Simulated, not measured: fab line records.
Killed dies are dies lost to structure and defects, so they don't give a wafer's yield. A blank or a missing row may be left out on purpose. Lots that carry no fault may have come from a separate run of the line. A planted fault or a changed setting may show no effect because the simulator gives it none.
Which tool did it?    flow n5_finfet    11 lots, 30 wafers sampled, at 4 steps of a route of 1938

## WHAT THE GAUGES READ, wafer by wafer
N5_BEOL_M4_RC_MEAS_101. Usual: DIBL_N 36.1 mV/V, standard deviation 2; DIBL_P 36.3 mV/V, standard deviation 2.5; IGATE_N 0.0133 nA/um, standard deviation 0.0017; IGATE_P 0.0039 nA/um, standard deviation 0.0005; IOFF_N 0.16 nA/um, standard deviation 0.037; IOFF_P 0.21 nA/um, standard deviation 0.039; IOFF_P_85C 3.7 nA/um, standard deviation 0.55; IOFF_P_LIN 0.102 nA/um, standard deviation 0.014; IOFF_P_LONG 0.000106 nA/um, standard deviation 9.9e-06; ION_N 678 uA/um, standard deviation 15; ION_P 465 uA/um, standard deviation 8.7; SS_N 71.4 mV/dec, standard deviation 0.7; SS_P 73.3 mV/dec, standard deviation 0.74; VT_N 249 mV, standard deviation 3.6; VT_N_LVT 97 mV, standard deviation 3.8; VT_P -250.0 mV, standard deviation 2.9; VT_P_LONG -275 mV, standard deviation 3.
lot   measured      on         DIBL_N (mV/V)   DIBL_P (mV/V)   IGATE_N (nA/um)       IGATE_P (nA/um)       IOFF_N (nA/um)  IOFF_P (nA/um)  IOFF_P_85C (nA/um)  IOFF_P_LIN (nA/um)  IOFF_P_LONG (nA/um)         ION_N (uA/um)  ION_P (uA/um)  SS_N (mV/dec)   SS_P (mV/dec)   VT_N (mV)    VT_N_LVT (mV)  VT_P (mV)             VT_P_LONG (mV)  flag
L500  day 7 18:09   prober-01  35.5 33.2       36.4 33.5       0.0155 0.0126         0.0046 0.0037         0.16 0.11       0.26 0.20       4.2 3.5             0.122 0.103         0.000128 0.000126           669 649        475 462        72.2 71.1       73.6 72.7       251 257      97 103         -243.3 -247.6         -269 -268       
L501  day 8 10:25   prober-02  38.3 35.3 35.2  39.1 35.5 36.0  0.0123 0.0129 0.0152  0.0036 0.0037 0.0044  0.24 0.16 0.16  0.29 0.22 0.23  4.7 3.7 3.9         0.131 0.106 0.110   0.000127 0.00012 0.000118   711 670 671    482 465 465    71.9 71.7 71.8  73.6 71.8 72.8  241 249 245  90 96 95       -245.8 -248.4 -249.0  -270 -271 -273  
L502  day 8 23:31   prober-01  35.7 37.6       35.4 37.8       0.0119 0.0166         0.0035 0.0049         0.14 0.18       0.17 0.22       3.1 3.8             0.084 0.101         9.2e-05 9.3e-05             675 674        457 460        70.6 72.1       73.0 74.7       254 249      100 96         -255.2 -249.7         -277 -276       
L504  day 9 03:50   prober-01  37.2 39.2 38.7  35.6 36.4 36.8  0.0128 0.0132 0.0123  0.0037 0.0038 0.0036  0.17 0.20 0.18  0.23 0.25 0.26  3.9 4.2 4.2         0.105 0.110 0.114   0.000104 0.000102 0.000105  688 681 688    472 459 473    71.7 72.3 72.6  74.1 73.8 73.2  249 247 249  96 95 96       -251.1 -249.6 -251.2  -273 -274 -273  
L505  day 9 06:07   prober-02  36.2 34.6 37.3  37.4 35.8 39.0  0.0145 0.0147 0.0157  0.0043 0.0043 0.0047  0.16 0.13 0.19  0.21 0.18 0.23  3.7 3.2 3.9         0.100 0.088 0.105   9.5e-05 9.1e-05 8.7e-05     679 671 688    463 466 467    71.7 71.1 72.2  73.2 72.5 74.0  249 256 250  97 99 94       -253.5 -253.8 -251.7  -280 -279 -280  
L506  day 9 06:28   prober-01  34.8 34.5 38.4  35.2 35.1 40.7  0.0107 0.0132 0.0130  0.0033 0.0041 0.0039  0.14 0.13 0.21  0.18 0.17 0.27  3.2 3.2 4.5         0.089 0.086 0.116   0.000116 9.8e-05 0.000104   687 670 687    470 459 472    71.5 71.3 72.4  72.7 73.1 74.3  251 251 244  99 100 93      -250.1 -251.9 -245.6  -277 -275 -276  
L507  day 9 07:47   prober-02  32.3 34.5 37.8  30.4 33.9 38.5  0.0132 0.0140 0.0134  0.0040 0.0042 0.0040  0.09 0.12 0.17  0.14 0.18 0.25  2.5 3.2 4.2         0.075 0.092 0.114   0.000111 0.00012 0.000111   653 666 672    459 465 467    70.1 71.4 71.9  71.2 73.0 73.8  257 251 248  104 100 97     -253.7 -250.1 -247.8  -275 -273 -272  
L508  day 10 17:14  prober-02  38.9 35.9 36.7  40.1 37.6 38.4  0.0139 0.0166 0.0153  0.0041 0.0047 0.0043  0.20 0.15 0.16  0.21 0.18 0.19  3.6 3.2 3.3         0.095 0.086 0.086   9.1e-05 9e-05 8.8e-05       675 673 670    456 453 452    72.3 71.5 72.0  73.5 72.7 72.8  250 252 252  97 97 98       -253.0 -254.6 -253.3  -281 -283 -283  
L509  day 10 18:18  prober-01  33.9 37.4       33.0 38.3       0.0130 0.0103         0.0039 0.0030         0.12 0.17       0.17 0.26       3.1 4.3             0.088 0.117         0.000105 0.000112           663 678        464 469        71.1 71.9       72.9 74.4       255 249      101 96         -251.0 -245.3         -272 -274       
L510  day 10 22:55  prober-02  33.1 35.2 34.7  33.0 34.9 34.7  0.0185 0.0187 0.0185  0.0055 0.0057 0.0055  0.11 0.14 0.14  0.47 0.54 0.50  7.1 8.0 7.6         0.234 0.259 0.247   0.000241 0.000238 0.000234  670 678 676    504 498 501    71.5 71.8 71.8  73.7 74.1 73.3  251 249 250  132 127 127    -224.7 -226.0 -225.0  -248 -248 -250  OFF
L511  day 11 15:52  prober-01  32.8 34.2 37.7  32.0 33.3 37.5  0.0176 0.0151 0.0197  0.0052 0.0045 0.0058  0.11 0.12 0.17  0.47 0.49 0.66  7.1 7.3 9.5         0.244 0.246 0.299   0.000276 0.000262 0.000251  659 668 660    499 501 491    70.8 71.1 73.1  72.4 74.0 74.0  255 254 250  129 128 127    -225.1 -224.3 -223.0  -243 -244 -246  OFF

## TOOL THAT RAN EACH LOT (tool first, then ch and the chambers of the sampled wafers, then the start)
lot   N5_HKMG_FIN_RTA_80               N5_BEOL_M4_SPUTTER_92         N5_BEOL_M4_DEP_57
L500  rtp_anneal-02 ch 0, day 4 02:05  pvd_sputter-01, day 7 15:54   pecvd-01 ch 1,2, day 7 17:35
L501  rtp_anneal-02 ch 0, day 4 12:13  pvd_sputter-01, day 8 08:52   pecvd-03 ch 0,1,2, day 8 10:17
L502  rtp_anneal-02 ch 0, day 4 15:43  pvd_sputter-03, day 8 21:49   pecvd-03 ch 0,1, day 8 23:14
L504  rtp_anneal-02 ch 0, day 5 00:44  pvd_sputter-02, day 9 02:07   pecvd-04 ch 0,1,2, day 9 03:43
L505  rtp_anneal-01 ch 0, day 5 07:32  pvd_sputter-02, day 9 04:16   pecvd-01 ch 0,1,2, day 9 05:41
L506  rtp_anneal-01 ch 0, day 5 13:56  pvd_sputter-01, day 9 04:49   pecvd-03 ch 0,2, day 9 06:14
L507  rtp_anneal-01 ch 0, day 5 20:17  pvd_sputter-03, day 9 06:05   pecvd-04 ch 1,2, day 9 07:30
L508  rtp_anneal-01 ch 0, day 6 05:34  pvd_sputter-03, day 10 15:23  pecvd-04 ch 0,1,2, day 10 16:48
L509  rtp_anneal-01 ch 0, day 6 07:36  pvd_sputter-01, day 10 16:10  pecvd-04 ch 0,1, day 10 17:35
L510  rtp_anneal-01 ch 0, day 6 14:46  pvd_sputter-03, day 10 21:13  pecvd-04 ch 1,2, day 10 22:38
L511  rtp_anneal-01 ch 0, day 6 17:30  pvd_sputter-02, day 11 14:19  pecvd-03 ch 1,2, day 11 15:44
- N5_HKMG_FIN_RTA_80: time 2 s.
- N5_BEOL_M4_SPUTTER_92: material Cu, target thk 4.5 nm, time 8.29 s.
- N5_BEOL_M4_DEP_57: deposits SiCN from 3MS/NH3, target thk 8 nm, time 14 s.

## WHAT THE TOOLS THEMSELVES READ (means of the sampled wafers that have a number; where no wafer has one, the mark that the record gives instead)
N5_BEOL_M4_SPUTTER_92. Usual: chuck_gas_flow_sccm 1.27 sccm, standard deviation 0.05; substrate_temp_c -19.99 C, standard deviation 0.1; throttle_valve_pct 30.3 %, standard deviation 0.96.
lot   tool            chuck_gas_flow_sccm (sccm)  substrate_temp_c (C)  throttle_valve_pct (%)  flag
L500  pvd_sputter-01  1.31                        -19.94                28.4                    
L501  pvd_sputter-01  1.27                        -20.05                29.7                    
L502  pvd_sputter-03  1.26                        -19.95                29.9                    
L504  pvd_sputter-02  1.23                        -20.00                29.9                    
L505  pvd_sputter-02  1.23                        -19.91                30.7                    
L506  pvd_sputter-01  1.30                        -19.98                30.2                    
L507  pvd_sputter-03  1.25                        -20.09                29.8                    
L508  pvd_sputter-03  1.31                        -19.96                30.1                    
L509  pvd_sputter-01  1.26                        -20.03                30.1                    
L510  pvd_sputter-03  1.28                        -20.03                30.4                    
L511  pvd_sputter-02  1.28                        -19.96                30.7                    

N5_BEOL_M4_DEP_57. Usual: showerhead_plenum_p_Torr 3.670 Torr, standard deviation 0.013; throttle_valve_pct 9.0 %, standard deviation 0.35.
lot   tool      showerhead_plenum_p_Torr (Torr)  throttle_valve_pct (%)  flag
L500  pecvd-01  3.676                            8.6                     
L501  pecvd-03  3.653                            9.1                     
L502  pecvd-03  3.655                            9.1                     
L504  pecvd-04  3.672                            9.1                     
L505  pecvd-01  3.678                            8.7                     
L506  pecvd-03  3.664                            9.0                     
L507  pecvd-04  3.673                            9.4                     
L508  pecvd-04  3.674                            9.2                     
L509  pecvd-04  3.668                            9.4                     
L510  pecvd-04  3.675                            9.2                     
L511  pecvd-03  3.642                            9.2                     

## THE ANSWER, worked out from the rows above alone
Rule: a lot counts as off when the mean over its wafers that have a number is more than 3 standard deviations away from the usual mean. A lot without any number at a reading at which 4 lots or more have one is off too. Any other lot the step has rows for is counted as sound. First the gauges in route order, then the tools' own readings, where a lot's mean is used as printed above. The first step at which some lot is off is used, and at that step the reading that is off furthest; a lot without a number counts as furthest.
Off: at N5_BEOL_M4_RC_MEAS_101 (IOFF_P_LONG), L510, L511.
A tool fits if, at a process step before that reading, it ran every lot that is off, and no sound lot after the first of them. Gauges at N5_BEOL_M4_RC_MEAS_101: tried the same way as those tools. One fits: rtp_anneal-01 at N5_HKMG_FIN_RTA_80. Its last sound lot is L509 (day 6 07:36), its first lot that is off L510 (day 6 14:46): a fault that began between those two fits.

## WHAT HAD BEEN PUT IN BY THE SIMULATOR
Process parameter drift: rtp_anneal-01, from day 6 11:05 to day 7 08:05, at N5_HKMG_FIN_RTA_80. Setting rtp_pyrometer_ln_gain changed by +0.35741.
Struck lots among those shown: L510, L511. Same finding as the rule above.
